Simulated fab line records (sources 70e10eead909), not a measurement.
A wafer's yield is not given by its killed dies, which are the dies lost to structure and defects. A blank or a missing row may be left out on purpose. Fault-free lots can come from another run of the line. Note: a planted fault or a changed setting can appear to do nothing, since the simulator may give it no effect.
A lot that was struck, set against a sound lot    flow nand harc    12 out of 1302 route steps
Sound: these wafers, L842.1, L842.4, L842.5. Wafers struck: L855.1, L855.5, L855.6. The cause is named last.
Order at every step that has rows: each side's tool, ch and its chambers, its first start. Under that, the readings that differ: sound wafers    struck wafers    difference of the means    sigmas: that difference in standard deviations of wafers without a fault.
alike: readings with means less than 2 such deviations apart, plus words and numbers identical on both sides. not compared: withheld readings, readings lacking a value on some wafer, bounds such as >300 that could conceal the same value, and numbers that have no deviation in the record and whose values overlap.
Wherever a step has rows on one side only, a row that says differs or no value, or a row with sigmas, the two part there. Numbers that have no deviation but don't overlap get no sigmas and don't part them. A reading missing from all wafers of one side parts the sides only when that side holds two or more wafers.

first, 2 steps without rows for these wafers: NHARC_A_SOURCE_PLATE_CVD_03 (deposits poly-Si, target thk 200 nm, time 4000 s); NHARC_A_SOURCE_PLATE_ANNEAL_05 (time 1800 s).
NHARC_A_SOURCE_PLATE_THK_MEAS_06: measures by ellipsometry.
  struck on film metro-01, day 14 12:30; sound on film metro-02, day 8 23:18
  alike: thk nm
NHARC_A_SOURCE_PLATE_INSPECT_08:
  struck on defect inspect-02, day 14 12:34; sound on defect inspect-01, day 8 23:23
  alike: raw defect count
then NHARC_A_ONON_D1_DEP_00 (target thk 1000 nm), 1 step lacking rows for these wafers.
NHARC_A_ONON_D1_THK_MEAS_02: measures by ellipsometry.
  struck on film metro-01, day 14 13:08; sound on film metro-02, day 9 00:04
  alike: thk nm
then NHARC_A_ONON_D1_DEP_03 (target thk 1000 nm), 1 step lacking rows for these wafers.
NHARC_A_ONON_D1_THK_MEAS_05: measures by ellipsometry.
  struck on film metro-01, day 14 13:43; sound on film metro-01, day 9 00:39
  alike: thk nm
then NHARC_A_ONON_D1_DEP_06 (target thk 1000 nm), 1 step lacking rows for these wafers.
NHARC_A_ONON_D1_THK_MEAS_08: measures by ellipsometry.
  struck on film metro-01, day 14 14:16; sound on film metro-02, day 9 01:13
  alike: thk nm
NHARC_A_ONON_D1_DEP_09: target thk 1000 nm.
  sound on pecvd onon-03 ch 0, day 9 01:17; struck on pecvd onon-04, day 14 14:19
  no value came back on the struck wafers for n2 flow sccm (sccm), n2o flow sccm (sccm); on the sound wafers n2 flow sccm (sccm) reads 2750 2757 2750
-- the record jumps here: 16 days lie between the struck wafers' starts before and after (it left off in module A_ONON_D1 and takes up again in module END, whose first step shown is number 1302 of the route) --
NHARC_END_SORT_01:
  the record has rows for the struck wafers here (prober-01 ch 0, day 30 20:57) and none for the sound ones

== WHERE THEY PART ==
Earliest at NHARC_A_ONON_D1_DEP_09; latest, in this record, at NHARC_END_SORT_01.

WHY: the cause the simulator had injected
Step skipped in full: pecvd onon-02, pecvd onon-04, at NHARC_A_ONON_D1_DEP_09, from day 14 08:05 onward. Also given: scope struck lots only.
